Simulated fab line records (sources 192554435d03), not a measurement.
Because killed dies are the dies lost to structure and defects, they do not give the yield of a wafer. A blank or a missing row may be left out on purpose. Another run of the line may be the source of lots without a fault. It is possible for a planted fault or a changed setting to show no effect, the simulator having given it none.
Comparing a struck lot with a sound one	flow n5_finfet	19 steps out of a route of 1938
Sound: these wafers, L274.1, L274.4, L274.5. The struck wafers were L268.1, L268.2, L268.4. Last of all comes the cause.
For every step that has rows: the tool of each side, followed by ch and its chambers, followed by its first start. Under that, the readings that differ: sound wafers	struck wafers	difference of the means	sigmas: that difference in standard deviations of wafers without a fault.
alike: readings with means less than 2 such deviations apart, plus words and numbers identical on both sides. not compared: withheld readings, readings lacking a value on some wafer, bounds such as >300 that could conceal the same value, and numbers that have no deviation in the record and whose values overlap.
The two part at a step that has a row with sigmas, a row that says differs or no value, or rows on one side only. Numbers that have no deviation but don't overlap get no sigmas and don't part them. A reading missing from all wafers of one side parts the sides only when that side holds two or more wafers.

first, 1 step without rows for these wafers: N5_BEOL_M15_DESCUM_33 (chemistry O2, time 7.9 s).
N5_BEOL_M15_ETCH_61: etches BARC in N2/H2, target depth 89 nm, overetch 26.7 nm, time 67.9 s.
  sound on rie_diel-04 ch 0,1, day 17 09:41; struck on rie_diel-01 ch 0,1,3, day 17 06:47
  alike: drypump_motor_current_A, oes_product_au, rf_vpp_V, showerhead_plenum_p_Torr, throttle_valve_pct
  not compared: rf_hours_counter_h
N5_BEOL_M15_TRENCH_ETCH_34: etches SiO2 in C4F8/O2/Ar, target depth 872.93 nm, time 199 s.
  sound on rie_diel-04 ch 0,1, day 17 09:44; struck on rie_diel-01 ch 0,1,3, day 17 06:50
  alike: O2_flow_sccm, drypump_motor_current_A, oes_f_703_au, oes_product_au, rf_vpp_V, showerhead_plenum_p_Torr, throttle_valve_pct
  not compared: rf_hours_counter_h
N5_BEOL_M15_STRIP_36: strips in O2.
  sound on rie_diel-04 ch 1,3, day 17 11:31; struck on rie_diel-01 ch 1,2,3, day 17 07:05
  alike: drypump_motor_current_A, oes_product_au, rf_vpp_V, showerhead_plenum_p_Torr, throttle_valve_pct
  not compared: rf_hours_counter_h
then, 1 step without rows for these wafers: N5_BEOL_M15_STRIP_62 (strips in O2).
N5_BEOL_M15_STRIP_37: strips in O2.
  sound on rie_diel-04 ch 1,3; struck on rie_diel-01 ch 1,2,3
  alike: drypump_motor_current_A, oes_product_au, rf_vpp_V, showerhead_plenum_p_Torr, throttle_valve_pct
  not compared: rf_hours_counter_h
N5_BEOL_M15_ETCH_38: etches SiCN in CF4/N2, target depth 106.4 nm, time 120.5 s.
  sound on rie_diel-04 ch 1,3; struck on rie_diel-01 ch 1,2,3
  alike: drypump_motor_current_A, oes_product_au, rf_vpp_V, showerhead_plenum_p_Torr, throttle_valve_pct
  not compared: rf_hours_counter_h
then, 4 steps without rows for these wafers: N5_BEOL_M15_PRECLEAN_39 (cleans in residue remover, time 60 s); N5_BEOL_M15_SRD_40 (time 30 s, dry time 30 s); N5_BEOL_M15_DEGAS_41 (time 60 s); N5_BEOL_M15_PRE_CLEAN_42 (time 30 s).
N5_BEOL_M15_SPUTTER_43: material TaN, target thk 15 nm, time 24.19 s.
  struck on pvd_sputter-01, day 17 07:31; sound on pvd_sputter-03, day 17 12:22
reading	sound	struck	difference	sigmas
model.TaN_of_BEOL_M15_SPUTTER_43.thk_nm (nm)	15 15.2 14.8	29.2 29 29	+14.1	
  alike: throttle_valve_pct
then, 4 steps without rows for these wafers: N5_BEOL_M15_SPUTTER_44 (material Ta, target thk 15 nm, time 24.19 s); N5_BEOL_M15_SPUTTER_45 (material Cu, target thk 100 nm, time 16.67 s); N5_BEOL_M15_ECD_47 (material Cu, target thk 1860 nm); N5_BEOL_M15_ANNEAL_48 (time 90 s).
N5_BEOL_M15_CMP_49: polishes, stops on SiO2, t overpolish 4.9 s, target thk 850 nm.
  sound on cmp-01 ch 1,3, day 17 13:11; struck on cmp-01 ch 0,1,3, day 17 08:20
reading	sound	struck	difference	sigmas
barrier_field_endpoint_s (s)	10.84 11.15 11.04	16.21 15.87 15.79	+4.95	+19
  alike: motor_current_A
N5_BEOL_M15_THK_MEAS_50: measures by xrf.
  struck on film_metro-02, day 17 08:38; sound on film_metro-02, day 17 13:29
  alike: M15_THK
then, 1 step without rows for these wafers: N5_PASSIVATION_PROBE_49.

WHERE THEY PART
N5_BEOL_M15_CMP_49 only, going by this record. Later steps at which nothing parts them and some readings are alike: N5_BEOL_M15_THK_MEAS_50.

WHY: what the simulator had put in
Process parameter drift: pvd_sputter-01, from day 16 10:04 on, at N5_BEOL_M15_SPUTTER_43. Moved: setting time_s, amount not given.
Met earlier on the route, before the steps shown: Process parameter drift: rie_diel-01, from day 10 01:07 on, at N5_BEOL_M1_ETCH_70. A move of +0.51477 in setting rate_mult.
